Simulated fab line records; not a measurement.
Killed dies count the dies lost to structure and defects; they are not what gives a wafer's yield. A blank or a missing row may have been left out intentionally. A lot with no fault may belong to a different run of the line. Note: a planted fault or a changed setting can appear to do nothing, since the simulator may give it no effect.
A struck lot beside a sound one | flow nand-harc | 40 steps out of a route of 1159
Sound: these wafers, L497.1, L497.3, L497.6. Struck: wafer L488.3 (left out: L488.1, L488.6 of the same lot, which were not struck); the cause appears at the end.
For every step that has rows: the tool of each side, followed by ch and its chambers, followed by its first start. Under that, the readings that differ: sound wafers | struck wafers | difference of the means | sigmas: that difference in standard deviations of wafers without a fault.
alike: words and numbers the same on both sides, and readings whose means are apart by under 2 such deviations; not compared: readings that were withheld, readings missing a value for some wafer, numbers with overlapping values and no deviation given by the record, and bounds like >300 which may hide the same value.
A row with sigmas, a row that says differs or no value, or rows on one side alone: a step with any of these is where the two part. Numbers that don't overlap but have no deviation are shown without sigmas and don't part them. A reading that every wafer of one side lacks parts them only if that side has two wafers or more.

NHARC_A_BONDPAD_OVL_MEAS_35:
  sound on overlay-02, day 22 07:33; struck on overlay-02, day 20 08:59
  alike: overlay-x-nm, overlay-y-nm
then, 2 steps without rows for these wafers: NHARC_A_BONDPAD_HARDBAKE_10 (time 65 s); NHARC_A_BONDPAD_DESCUM_11 (chemistry O2, time 3 s).
NHARC_A_BONDPAD_ETCH_34: etches the open film in N2/H2, target depth 60 nm, overetch 18 nm, time 65.91 s.
  sound on rie-diel-07 ch 1,2,3, day 22 08:14; struck on rie-diel-07 ch 1, day 20 09:12
  alike: drypump-motor-current-A, h2-flow-sccm, oes-product-au, rf-vpp-V, showerhead-plenum-p-Torr, throttle-valve-pct
  not compared: rf-hours-counter-h
then, 1 step without rows for these wafers: NHARC_A_BONDPAD_ETCH_12 (etches the open film in CHF3/O2, target depth 220 nm, time 110 s).
NHARC_A_BONDPAD_CD_MEAS_13:
  sound on cd-sem-03, day 22 08:27; struck on cd-sem-01, day 20 09:26
  alike: cd-nm
NHARC_A_BONDPAD_STRIP_15: strips in O2.
  sound on rie-diel-07 ch 1,2,3, day 22 08:34; struck on rie-diel-07 ch 1, day 20 09:31
  alike: drypump-motor-current-A, oes-product-au, rf-vpp-V, showerhead-plenum-p-Torr, throttle-valve-pct
  not compared: rf-hours-counter-h
NHARC_A_BONDPAD_ETCH_24: etches the open film in CF4/N2, target depth 30 nm, time 72.99 s.
  sound on rie-diel-07 ch 0,1,3; struck on rie-diel-07 ch 3
  reading                | sound                | struck | difference | sigmas
  throttle-valve-pct (%) | 19.777 19.808 19.791 | 19.815 | +0.023     | +3
  alike: drypump-motor-current-A, oes-product-au, rf-vpp-V, showerhead-plenum-p-Torr
  not compared: rf-hours-counter-h
then, 4 steps without rows for these wafers: NHARC_A_BONDPAD_STRIP_16 (strips in post etch residue remover, time 600 s); NHARC_A_BONDPAD_DEGAS_25 (time 60 s); NHARC_A_BONDPAD_PRE_CLEAN_26 (time 30 s); NHARC_A_BONDPAD_PVD_17 (deposits TaN, target thk 5 nm, time 8.06 s).
NHARC_A_BONDPAD_PVD_27: deposits Cu, target thk 30 nm, time 20.49 s.
  sound on pvd-sputter-03, day 22 09:18; struck on pvd-sputter-01, day 20 10:26
  alike: chamber-pressure-pa, throttle-valve-pct
then, 1 step without rows for these wafers: NHARC_A_BONDPAD_ECD_18 (material Cu, target thk 400 nm).
NHARC_A_BONDPAD_ANNEAL_28: time 90 s.
  sound on rtp-anneal-01 ch 0, day 22 09:50; struck on rtp-anneal-01 ch 0, day 20 10:55
  alike: anneal-temp-c-max, wafer_temp_C_max
then, 2 steps without rows for these wafers: NHARC_A_BONDPAD_CMP_19 (polishes, t overpolish 30 s, cu recess touch 16 s, target thk 169.8 nm); NHARC_A_BONDPAD_SRD_21 (time 30 s, dry time 20 s).
NHARC_A_BONDPAD_INSPECT_23:
  sound on defect-inspect-01, day 22 10:41; struck on defect-inspect-02, day 20 11:48
  alike: raw-defect-count
NHARC_HYBRID_BOND_ACTIVATE_00: chemistry N2, time 60 s.
  the record has rows for the sound wafers here (rie-diel-10 ch 2,3, day 22 10:46) and none for the struck ones
then, 4 steps without rows for these wafers: NHARC_HYBRID_BOND_PRECLEAN_01 (cleans in DIW, time 300 s); NHARC_HYBRID_BOND_SRD_02 (time 30 s, dry time 20 s); NHARC_HYBRID_BOND_BOND_03; NHARC_HYBRID_BOND_ANNEAL_04 (time 7200 s).
NHARC_HYBRID_BOND_OVL_MEAS_05:
  sound wafers here have rows in the record (overlay-01, day 22 23:34); struck ones have none
NHARC_HYBRID_BOND_INSPECT_06: inspects for defects (ir void).
  sound wafers here have rows in the record (defect-inspect-01, day 22 23:37); struck ones have none
then, 2 steps without rows for these wafers: NHARC_THIN_TSV_GRIND_00; NHARC_THIN_TSV_CMP_01 (polishes).
NHARC_THIN_TSV_THK_MEAS_02: measures by ir.
  sound wafers here have rows in the record (film-metro-01, day 23 01:15); struck ones have none
then, 11 steps without rows for these wafers: NHARC_THIN_TSV_SRD_03; NHARC_THIN_TSV_PRECLEAN_41 (cleans in SC1); NHARC_THIN_TSV_SRD_42; NHARC_THIN_TSV_DEP_43 (deposits SiO2, target thk 1328.5 nm); NHARC_THIN_TSV_DEHYDRATE_04 (time 120 s); NHARC_THIN_TSV_HMDS_05 (time 30 s); NHARC_THIN_TSV_COAT_06; NHARC_THIN_TSV_SOFTBAKE_07 (time 95 s); NHARC_THIN_TSV_EBR_08; NHARC_THIN_TSV_EXPOSE_09 (exposes mask TSV); NHARC_THIN_TSV_PEB_10 (peb time 85 s).
NHARC_END_SORT_01:
  the record has rows for the struck wafers here (prober-02 ch 0, day 22 00:13) and none for the sound ones

== WHERE THEY PART ==
Last at NHARC_END_SORT_01 as far as this record goes, first at NHARC_A_BONDPAD_ETCH_24.

WHY: what the simulator had put in
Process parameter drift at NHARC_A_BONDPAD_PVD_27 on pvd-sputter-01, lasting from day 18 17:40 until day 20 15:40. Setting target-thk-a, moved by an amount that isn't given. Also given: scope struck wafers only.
